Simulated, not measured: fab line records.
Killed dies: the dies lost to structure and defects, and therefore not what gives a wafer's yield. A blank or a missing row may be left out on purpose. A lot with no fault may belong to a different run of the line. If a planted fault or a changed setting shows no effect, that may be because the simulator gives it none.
Which tool was responsible?	flow n5-finfet	14 lots with 42 wafers sampled at 2 steps, on a route of 1938 steps

## WHAT EACH GAUGE READ, for each wafer
N5_BEOL_M11_CD_MEAS_35 targets a cd of 70 nm.
lot	measured	on	cd-nm (nm)
L880	day 10 07:47	cd-sem-03	70.2 70.1 70.2
L882	day 10 12:52	cd-sem-02	69.1 68.4 69.0
L883	day 11 07:18	cd-sem-03	69.5 70.3 69.8
L884	day 11 16:03	cd-sem-02	69.8 69.6 69.3
L885	day 11 21:26	cd-sem-02	70.9 70.5 70.7
L886	day 12 01:49	cd-sem-02	71.3 70.1 70.4
L888	day 12 17:33	cd-sem-01	69.6 70.1 69.5
L891	day 13 07:05	cd-sem-02	70.1 69.6 69.7
L897	day 14 09:50	cd-sem-02	69.9 70.4 69.9
L898	day 14 16:23	cd-sem-01	69.7 70.0 69.8
L896	day 14 16:59	cd-sem-03	69.5 69.6 69.8
L902	day 15 22:10	cd-sem-02	69.1 69.4 69.4
L901	day 15 22:35	cd-sem-03	71.0 70.6 70.7
L903	day 15 22:37	cd-sem-01	70.5 70.6 70.2

## TOOL THAT RAN EACH LOT (tool first, then ch and the chambers of the sampled wafers, then the start)
lot	N5_BEOL_M11_STRIP_77
L880	rie-diel-01 ch 1,2, day 10 07:47 or earlier
L882	rie-diel-01 ch 1,2,3, day 10 12:52 or earlier
L883	rie-diel-05 ch 0,1,2, day 11 07:18 or earlier
L884	rie-diel-05 ch 0,1,3, day 11 16:03 or earlier
L885	rie-diel-05 ch 0,3, day 11 21:26 or earlier
L886	rie-diel-01 ch 2,3, day 12 01:49 or earlier
L888	rie-diel-03 ch 0,1,3, day 12 17:33 or earlier
L891	rie-diel-01 ch 1,2,3, day 13 07:05 or earlier
L897	rie-diel-05 ch 1,2,3, day 14 09:50 or earlier
L898	rie-diel-05 ch 0,1, day 14 16:23 or earlier
L896	rie-diel-05 ch 0,1,2, day 14 16:59 or earlier
L902	rie-diel-01 ch 0,2,3, day 15 22:10 or earlier
L901	rie-diel-05 ch 0,2, day 15 22:35 or earlier
L903	rie-diel-03 ch 0,2, day 15 22:37 or earlier
- N5_BEOL_M11_STRIP_77: strips in N2/H2, time 10 s.

## WHAT THE TOOLS THEMSELVES READ (means of the sampled wafers that have a number; where no wafer has one, the mark that the record gives instead)
N5_BEOL_M11_STRIP_77.
lot	tool	drypump-motor-current-A (A)	oes-product-au (a.u.)	rf-vpp-V (V)	showerhead-plenum-p-Torr (Torr)	temp-c (C)	throttle-valve-pct (%)
L880	rie-diel-01	5.7	0.84	59.4	2.53	40.08	23.4
L882	rie-diel-01	5.5	0.87	59.3	2.54	40.09	23.4
L883	rie-diel-05	5.6	0.78	59.3	2.54	39.98	23.6
L884	rie-diel-05	5.8	0.74	59.5	2.51	40.02	23.9
L885	rie-diel-05	5.5	0.71	59.0	2.50	39.94	23.9
L886	rie-diel-01	5.5	0.85	58.8	2.50	40.10	23.2
L888	rie-diel-03	6.2	0.77	59.0	2.55	39.96	23.5
L891	rie-diel-01	5.5	0.84	59.9	2.53	39.97	23.4
L897	rie-diel-05	5.5	0.78	59.5	2.54	39.93	23.6
L898	rie-diel-05	5.9	0.89	58.8	2.51	40.08	23.7
L896	rie-diel-05	5.6	0.86	59.1	2.53	39.89	23.5
L902	rie-diel-01	5.5	0.78	60.2	2.52	40.11	23.5
L901	rie-diel-05	5.2	0.86	59.5	2.54	40.03	23.1
L903	rie-diel-03	5.7	0.72	59.1	2.49	40.08	23.7

## THE ANSWER, worked out from the rows above alone
Rule: the usual values come from the lots themselves. Put in order of their means at a reading, lots are off if they are a third of the lots or fewer, leave a main group of 4 or more, and stand apart from it by a gap of 3 or more times the standard deviation of the main group's means; of several such gaps the widest counts. Not used: any main group whose means are identical at the precision the tables above print for the reading. Also off: a lot with no number at a reading for which 4 or more lots have one. Where the step has rows for the other lots, those lots are counted as sound. The gauges are gone through in route order, then the tools' own readings, and for those a lot's mean is taken as printed above. The first step at which some lot is off is used, and at that step the reading that is off furthest; a lot without a number counts as furthest.
Across all readings shown, no lot is off: no conclusion can be drawn from this.

## WHAT THE SIMULATOR HAD PUT IN
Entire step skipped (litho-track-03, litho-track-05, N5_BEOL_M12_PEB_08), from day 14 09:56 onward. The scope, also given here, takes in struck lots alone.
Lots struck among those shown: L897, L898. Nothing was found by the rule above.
